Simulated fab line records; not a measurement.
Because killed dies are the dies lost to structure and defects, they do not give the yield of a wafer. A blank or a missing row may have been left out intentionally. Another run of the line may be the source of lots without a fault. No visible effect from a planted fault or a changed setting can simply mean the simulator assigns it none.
Tool commonality check	flow nand harc	15 lots, 54 wafers sampled

== REASON FOR OPENING ==
At NHARC_P_GATE_CD_MEAS_26 the reading cd nm is flagged on 3 of 15 lots. No-fault wafers: 119.8 nm, standard deviation 0.53.
Rule: flag the lot when none of its wafers has a number, or when each of its wafers that has one lies beyond 4 standard deviations from that mean. As for the other lots, they are considered sound.

lot	measured	on	cd nm (nm), wafer by wafer	flag
L511	day 4 07:00	cd sem-02	119.5 119.7 119.8	
L513	day 4 20:51	cd sem-01	119.9 119.9 119.8	
L515	day 5 14:37	cd sem-03	119.2 119.8 118.3	
L517	day 6 12:52	cd sem-02	119.1 119.1 119.7	
L518	day 7 06:11	cd sem-03	119.4 120.4 119.9	
L520	day 8 00:20	cd sem-01	119.2 120.0 119.5	
L522	day 8 15:55	cd sem-01	119.7 120.3 119.5	
L525	day 10 00:27	cd sem-02	131.4 131.2 131.4 131.3 131.5 131.4	FLAGGED
L526	day 10 04:35	cd sem-03	131.9 131.8 132.0 131.7 131.9 132.2	FLAGGED
L527	day 10 16:35	cd sem-02	132.2 132.5 132.0 132.4 132.5 132.2	FLAGGED
L530	day 11 21:19	cd sem-02	119.2 119.6 120.1	
L531	day 12 12:14	cd sem-01	120.1 120.3 120.3	
L532	day 12 16:37	cd sem-02	119.6 119.5 119.9	
L533	day 13 04:50	cd sem-02	119.2 119.2 119.5	
L534	day 13 11:11	cd sem-03	120.1 119.9 120.4	
On average the flagged lots' numbers are 131.9 nm, which is +12.1 nm against the usual, or +23 standard deviations.

== TOOL THAT RAN EACH LOT ==
Before the reading, the record contains 2 process steps out of a 1302-step route. Read each cell as the tool, then ch plus the chambers that the sampled wafers visited, then the start.
lot	flag	NHARC_P_STI_ETCH_42	NHARC_P_GATE_PEB_24
L511		rie diel-09 ch 2,3, day 2 04:19	litho track-06 ch 0, day 4 06:55
L513		rie diel-09 ch 1,2, day 2 15:16	litho track-06 ch 0, day 4 20:46
L515		rie diel-09 ch 1,2,3, day 3 12:04	litho track-04 ch 0, day 5 14:32
L517		rie diel-09 ch 0,1, day 4 07:22	litho track-04 ch 0, day 6 12:47
L518		rie diel-08 ch 0,2,3, day 4 20:58	litho track-01 ch 0, day 7 06:06
L520		rie diel-08 ch 0,1,3, day 5 19:05	litho track-01 ch 0, day 8 00:15
L522		rie diel-13 ch 1,2,3, day 6 09:24	litho track-01 ch 0, day 8 15:50
L525	FLAGGED	rie diel-08 ch 0,1,3, day 7 15:07	litho track-01 ch 0, day 10 00:22
L526	FLAGGED	rie diel-09 ch 1,2,3, day 8 00:08	litho track-01 ch 0, day 10 04:30
L527	FLAGGED	rie diel-13 ch 0,1,3, day 8 12:22	litho track-01 ch 0, day 10 16:31
L530		rie diel-13 ch 0,3, day 9 19:34	litho track-04 ch 0, day 11 21:14
L531		rie diel-09 ch 0,2, day 10 06:16	litho track-06 ch 0, day 12 12:09
L532		rie diel-13 ch 0,1,2, day 10 15:46	litho track-06 ch 0, day 12 16:32
L533		rie diel-09 ch 0,2,3, day 11 00:39	litho track-04 ch 0, day 13 04:45
L534		rie diel-13 ch 1,2,3, day 11 08:40	litho track-01 ch 0, day 13 11:06
What is done by these steps:
- NHARC_P_STI_ETCH_42: etches the open film in N2/H2, target depth 80 nm, overetch 24 nm, time 61 s.
- NHARC_P_GATE_PEB_24: peb time 65 s.
- NHARC_P_GATE_CD_MEAS_26: target cd 120 nm.

== FLAGGED OVER TOTAL, TOOL BY TOOL (the gauges that took the reading come last) ==
step	tool	lots run	flagged	share of the flagged lots	sound lots run after its first flagged lot
NHARC_P_STI_ETCH_42	rie diel-08	3	1	some	0
NHARC_P_STI_ETCH_42	rie diel-09	7	1	some	2 (L531,L533)
NHARC_P_STI_ETCH_42	rie diel-13	5	1	some	3 (L530,L532,L534)
NHARC_P_GATE_PEB_24	litho track-01	7	3	all	1 (L534)
NHARC_P_GATE_PEB_24	litho track-04	4	0	none	-
NHARC_P_GATE_PEB_24	litho track-06	4	0	none	-
NHARC_P_GATE_CD_MEAS_26	cd sem-01	4	0	none	-
NHARC_P_GATE_CD_MEAS_26	cd sem-02	7	2	some	3 (L530,L532,L533)
NHARC_P_GATE_CD_MEAS_26	cd sem-03	4	1	some	1 (L534)

== WHAT IS ALLOWED BY THE TABLE ==
All flagged lots share 1 row of the table, namely litho track-01 at NHARC_P_GATE_PEB_24.
- litho track-01 at NHARC_P_GATE_PEB_24: 3 of its 7 lots flagged. After the first flagged lot (L534), sound lots still ran on it; a lasting fault on the whole tool would not permit that. Its own readings (heater power total W, plate temp C) fall more than 4 standard deviations out on all wafers of the flagged lots.
Not one row of the table ran every flagged lot while running no sound lot after the first.

== WHAT HAD BEEN PUT IN BY THE SIMULATOR ==
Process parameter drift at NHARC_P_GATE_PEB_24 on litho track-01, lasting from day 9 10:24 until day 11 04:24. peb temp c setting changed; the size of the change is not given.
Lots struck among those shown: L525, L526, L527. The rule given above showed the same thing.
